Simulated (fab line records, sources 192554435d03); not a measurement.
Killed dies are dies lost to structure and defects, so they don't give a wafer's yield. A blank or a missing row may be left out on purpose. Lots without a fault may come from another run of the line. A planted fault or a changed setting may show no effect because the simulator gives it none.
Split-lot experiment | flow n5_finfet | 7 lots, 21 wafers read, on a route of 1938 steps

THE SPLIT
At N5_BEOL_M13_COAT_58 (time 60 s, resist thk 89 nm), the setting spin_rpm was moved away from the recipe's 1500 rpm on 6 of the 21 wafers read, by -7.7% to +9.1%. The other wafers ran this setting at the recipe's value.

The file shows no step between the split and the reading.

THE READING
etch.depth_nm (the simulator's own value, which no gauge read), in nm, at N5_BEOL_M13_ETCH_59 (etches BARC in N2/H2, target depth 89 nm, overetch 26.7 nm, time 67.9 s). The file gives no usual value for it. The 15 wafers here that ran the recipe average 89.08 nm, standard deviation 0.31 nm.

wafer  | tool, chamber at the split | spin_rpm as run, rpm | against the recipe | etch.depth_nm, nm | against lot-mates on the recipe
L075.2 | litho_track-04, 0          | 1500                 | recipe             | 88.56             | -
L075.3 | litho_track-04, 0          | 1500                 | recipe             | 88.76             | -
L075.4 | litho_track-04, 0          | 1500                 | recipe             | 88.68             | -
L077.4 | litho_track-03, 0          | 1500                 | recipe             | 89.51             | -
L077.5 | litho_track-03, 0          | 1390                 | -7.3%              | 92.59             | +3.08
L077.6 | litho_track-03, 0          | 1390                 | -7.3%              | 92.48             | +2.97
L079.4 | litho_track-05, 0          | 1500                 | recipe             | 88.91             | -
L079.5 | litho_track-05, 0          | 1637                 | +9.1%              | 85.07             | -3.84
L079.6 | litho_track-05, 0          | 1637                 | +9.1%              | 84.99             | -3.92
L085.2 | litho_track-05, 0          | 1385                 | -7.7%              | 93.2              | +3.75
L085.4 | litho_track-05, 0          | 1500                 | recipe             | 89.51             | -
L085.6 | litho_track-05, 0          | 1500                 | recipe             | 89.39             | -
L086.2 | litho_track-05, 0          | 1615                 | +7.7%              | 85.95             | -3.03
L086.4 | litho_track-05, 0          | 1500                 | recipe             | 88.84             | -
L086.5 | litho_track-05, 0          | 1500                 | recipe             | 89.12             | -
L088.2 | litho_track-04, 0          | 1500                 | recipe             | 89.46             | -
L088.5 | litho_track-04, 0          | 1500                 | recipe             | 89.35             | -
L088.6 | litho_track-04, 0          | 1500                 | recipe             | 89.25             | -
L097.1 | litho_track-04, 0          | 1500                 | recipe             | 89.07             | -
L097.3 | litho_track-04, 0          | 1500                 | recipe             | 88.99             | -
L097.6 | litho_track-04, 0          | 1500                 | recipe             | 88.78             | -

THE FIT
A straight line over all 21 wafers: etch.depth_nm changes by -0.46 nm for each +1% of spin_rpm; r = -0.99; the points scatter about the line by 0.32 nm.
The same after taking each lot's own level away (the mean of its wafers on the recipe; 21 wafers): -0.427 nm for each +1%; r = -1.00; scatter 0.15 nm.
On that fit, the largest move of spin_rpm shifts the reading by 3.9 nm.
The lots' own levels span 88.667 to 89.510 nm, that is 2.7 times the standard deviation above.
So the lot-to-lot level changes the slope little: the two slopes agree.
Check: with one of the wafers moved furthest among these (+9.1%) left out of the fit, the line predicts -3.88 nm for it against its lot-mates. It came out at -3.84 nm against them.

OTHER SPLITS ON THESE WAFERS
These wafers also went through other splits before the reading. Each is held against what the fit with the lots' levels taken away leaves over:
other split on the same wafers | wafers away from the commonest value | r with etch.depth_nm (lot level and that fit taken away)
N5_BEOL_M11_ALD_74 ald_cycles  | 5                                    | +0.25

THE WHOLE CHAIN: every reading that the file lists as answering this split, in the file's order
step                 | what it does                                                            | reading                                                                          | change (the file's fit)               | r (the file's)
N5_BEOL_M13_COAT_58  | time 60 s, resist thk 89 nm                                             | BARC_of_BEOL_M13_COAT_58.thk_nm (the simulator's own value, which no gauge read) | -0.429 nm for each +1% of the setting | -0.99
N5_BEOL_M13_ETCH_59  | etches BARC in N2/H2, target depth 89 nm, overetch 26.7 nm, time 67.9 s | etch.depth_nm (the simulator's own value, which no gauge read)                   | -0.431 nm for each +1% of the setting | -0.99
N5_BEOL_M13_STRIP_64 | strips in N2/H2                                                         | strip_time_to_endpoint_s                                                         | withheld for each +1% of the setting  | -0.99

THE FILE'S OWN FIT
etch.depth_nm changes by -0.431 nm for each +1% of spin_rpm, r = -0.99.
